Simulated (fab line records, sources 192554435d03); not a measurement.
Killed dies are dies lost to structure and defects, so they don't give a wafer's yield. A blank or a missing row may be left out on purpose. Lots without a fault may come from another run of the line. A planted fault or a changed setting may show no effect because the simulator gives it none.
Which tool did it? | flow n5_finfet | 24 lots, 72 wafers sampled, at 2 steps of a route of 1938

WHAT THE GAUGES READ, wafer by wafer
N5_BEOL_M2_THK_MEAS_01.
lot  | measured     | on            | M2_ILD_THK (nm)
L074 | day 6 17:41  | film_metro-02 | 78.5 80.4 80.0
L075 | day 6 21:38  | film_metro-02 | 78.0 77.2 79.6
L076 | day 7 00:00  | film_metro-02 | 79.6 80.5 81.2
L077 | day 7 11:58  | film_metro-02 | 77.8 79.4 80.0
L078 | day 7 13:04  | film_metro-01 | 79.7 78.9 80.4
L080 | day 8 08:46  | film_metro-01 | 79.1 78.3 80.3
L079 | day 8 09:39  | film_metro-02 | 79.6 80.4 80.2
L082 | day 8 13:10  | film_metro-01 | 77.5 79.9 78.6
L081 | day 8 13:14  | film_metro-01 | 78.8 81.7 80.1
L083 | day 8 16:00  | film_metro-01 | 79.5 79.5 80.5
L084 | day 9 00:25  | film_metro-02 | 78.5 79.8 79.8
L085 | day 9 17:27  | film_metro-01 | 80.4 80.2 80.2
L087 | day 9 21:19  | film_metro-01 | 79.6 81.2 80.0
L086 | day 10 06:25 | film_metro-01 | 79.2 79.4 79.6
L088 | day 10 07:06 | film_metro-01 | 78.2 79.7 79.4
L089 | day 10 09:11 | film_metro-01 | 77.5 79.1 78.7
L090 | day 10 14:46 | film_metro-01 | 78.1 78.2 79.6
L091 | day 10 19:33 | film_metro-02 | 77.8 80.5 79.4
L092 | day 11 02:59 | film_metro-01 | 79.6 80.2 79.3
L093 | day 11 08:23 | film_metro-02 | 79.2 78.8 80.4
L094 | day 11 11:22 | film_metro-02 | 78.2 79.2 80.2
L095 | day 11 14:33 | film_metro-02 | 79.8 78.8 81.0
L096 | day 11 19:19 | film_metro-02 | 79.0 80.0 80.8
L097 | day 12 17:26 | film_metro-01 | 79.9 78.2 78.4

WHICH TOOL RAN EACH LOT (tool, then ch and the chambers of the sampled wafers, then the start)
lot  | N5_BEOL_M1_ANNEAL_91
L074 | pvd_sputter-02, day 6 15:56
L075 | pvd_sputter-03, day 6 19:49
L076 | pvd_sputter-01, day 6 21:56
L077 | pvd_sputter-03, day 7 10:13
L078 | pvd_sputter-02, day 7 11:17
L080 | pvd_sputter-02, day 8 07:00
L079 | pvd_sputter-01, day 8 07:53
L082 | pvd_sputter-03, day 8 11:22
L081 | pvd_sputter-02, day 8 11:29
L083 | pvd_sputter-01, day 8 14:14
L084 | pvd_sputter-01, day 8 22:36
L085 | pvd_sputter-02, day 9 15:37
L087 | pvd_sputter-01, day 9 19:17
L086 | pvd_sputter-03, day 10 01:28
L088 | pvd_sputter-02, day 10 05:04
L089 | pvd_sputter-03, day 10 07:23
L090 | pvd_sputter-02, day 10 12:57
L091 | pvd_sputter-02, day 10 17:45
L092 | pvd_sputter-01, day 11 01:13
L093 | pvd_sputter-03, day 11 06:37
L094 | pvd_sputter-01, day 11 09:36
L095 | pvd_sputter-02, day 11 12:47
L096 | pvd_sputter-02, day 11 17:26
L097 | pvd_sputter-01, day 12 15:35
- N5_BEOL_M1_ANNEAL_91: time 240 s.

WHAT THE TOOLS THEMSELVES READ (means of the sampled wafers that have a number; where no wafer has one, the mark that the record gives instead)
N5_BEOL_M1_ANNEAL_91.
lot  | tool           | heater_power_w (W)
L074 | pvd_sputter-02 | 738
L075 | pvd_sputter-03 | 889
L076 | pvd_sputter-01 | 783
L077 | pvd_sputter-03 | 914
L078 | pvd_sputter-02 | 783
L080 | pvd_sputter-02 | 784
L079 | pvd_sputter-01 | 738
L082 | pvd_sputter-03 | 903
L081 | pvd_sputter-02 | 802
L083 | pvd_sputter-01 | 778
L084 | pvd_sputter-01 | 803
L085 | pvd_sputter-02 | 829
L087 | pvd_sputter-01 | 771
L086 | pvd_sputter-03 | 861
L088 | pvd_sputter-02 | 790
L089 | pvd_sputter-03 | 943
L090 | pvd_sputter-02 | 739
L091 | pvd_sputter-02 | 797
L092 | pvd_sputter-01 | 777
L093 | pvd_sputter-03 | 867
L094 | pvd_sputter-01 | 806
L095 | pvd_sputter-02 | 787
L096 | pvd_sputter-02 | 748
L097 | pvd_sputter-01 | 782

THE ANSWER, worked out from the rows above alone
Rule: what is usual is taken from the lots themselves. Put in order of their means at a reading, lots are off if they are a third of the lots or fewer, leave a main group of 4 or more, and stand apart from it by a gap of 3 or more times the standard deviation of the main group's means; of several such gaps the widest counts. A main group whose means are all the same, to the digits that the tables above print for the reading, isn't used. A lot without any number at a reading at which 4 lots or more have one is off too. The other lots that the step has rows for count as sound. The gauges are gone through in route order, then the tools' own readings, and for those a lot's mean is taken as printed above. The first step at which some lot is off is used, and at that step the reading that is off furthest; a lot without a number counts as furthest.
No lot is off at any reading shown: from this, nothing can be told.

WHAT THE SIMULATOR HAD PUT IN
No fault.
